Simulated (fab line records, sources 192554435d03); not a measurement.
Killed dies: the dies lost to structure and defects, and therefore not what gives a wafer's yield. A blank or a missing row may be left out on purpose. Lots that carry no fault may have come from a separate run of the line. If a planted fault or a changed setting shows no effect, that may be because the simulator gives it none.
Split-lot trial ; flow n5-finfet ; on a route of 1938 steps: 7 lots, 21 wafers read

ON THE SPLIT
At N5_BEOL_M0_SAQP_COAT_08 (resist thk 90 nm), the setting spin-rpm was moved away from the recipe's 1500 rpm on 4 of the 21 wafers read, by -9.2% to +8.1%. This setting was run at the recipe's value on the other wafers.

FROM THE SPLIT TO THE READING: what the file shows between them, 3 steps
- N5_BEOL_M0_SAQP_EBR_10
- N5_BEOL_M0_SAQP_SOFTBAKE_09: time 60 s
- N5_BEOL_M0_SAQP_DESCUM_19: chemistry O2, time 7.9 s

THE READING
CAR-ArF_of_BEOL_M0_SAQP_COAT_08.thk-nm (the simulator's own value, which no gauge read), in nm, at N5_BEOL_M0_SAQP_ETCH_83 (etches SiARC in CF4, target depth 39 nm, time 65 s). The file gives no usual value for it. Average 55.7 nm, standard deviation 0.21 nm, over the 17 wafers here run with the recipe.

wafer;tool, chamber at the split;spin-rpm as run, rpm;against the recipe;CAR-ArF_of_BEOL_M0_SAQP_COAT_08.thk-nm, nm;against lot-mates on the recipe
L079.1;litho-track-04, 0;1500;recipe;55.8;-
L079.3;litho-track-04, 0;1500;recipe;55.8;-
L079.5;litho-track-04, 0;1500;recipe;56;-
L082.1;litho-track-05, 0;1622;+8.1%;51.8;-3.9
L082.2;litho-track-05, 0;1500;recipe;55.6;-
L082.4;litho-track-05, 0;1500;recipe;55.8;-
L083.1;litho-track-04, 0;1500;recipe;55.6;-
L083.3;litho-track-04, 0;1500;recipe;55.8;-
L083.6;litho-track-04, 0;1500;recipe;55.8;-
L089.3;litho-track-02, 0;1500;recipe;55.4;-
L089.5;litho-track-02, 0;1500;recipe;55.2;-
L089.6;litho-track-02, 0;1385;-7.7%;59.2;+3.9
L090.2;litho-track-04, 0;1362;-9.2%;60;+4.4
L090.3;litho-track-04, 0;1362;-9.2%;60.2;+4.6
L090.4;litho-track-04, 0;1500;recipe;55.6;-
L094.2;litho-track-05, 0;1500;recipe;55.4;-
L094.3;litho-track-05, 0;1500;recipe;55.6;-
L094.5;litho-track-05, 0;1500;recipe;55.6;-
L095.1;litho-track-02, 0;1500;recipe;55.8;-
L095.4;litho-track-02, 0;1500;recipe;55.8;-
L095.3;litho-track-02, 0;1500;recipe;56;-

THE FIT
A straight line over all 21 wafers: CAR-ArF_of_BEOL_M0_SAQP_COAT_08.thk-nm changes by -0.475 nm for each +1% of spin-rpm; r = -0.99; the points scatter about the line by 0.2 nm.
The same after taking each lot's own level away (the mean of its wafers on the recipe; 21 wafers): -0.49 nm for each +1%; r = -1.00; scatter 0.1 nm.
Per that fit: largest spin-rpm move, reading shift of 4.5 nm.
The span of the lots' own levels, 55.30 to 55.87 nm, comes to 2.7 times the standard deviation stated above.
The two slopes agree, so the slope changes little with the lot-to-lot level.
Check: with one of the wafers moved furthest among these (-9.2%) left out of the fit, the line predicts +4.57 nm for it against its lot-mates. It came out at +4.4 nm against them.

THE WHOLE CHAIN: every reading that the file lists as answering this split, in the file's order
step;what it does;reading;change (the file's fit);r (the file's)
N5_BEOL_M0_SAQP_COAT_08;resist thk 90 nm;CAR-ArF_of_BEOL_M0_SAQP_COAT_08.thk-nm (the simulator's own value, which no gauge read);-0.484 nm for each +1% of the setting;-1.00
N5_BEOL_M0_SAQP_ETCH_83;etches SiARC in CF4, target depth 39 nm, time 65 s;CAR-ArF_of_BEOL_M0_SAQP_COAT_08.thk-nm (the simulator's own value, which no gauge read);-0.492 nm for each +1% of the setting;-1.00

FILE'S OWN FIT
CAR-ArF_of_BEOL_M0_SAQP_COAT_08.thk-nm changes by -0.492 nm for each +1% of spin-rpm, r = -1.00.
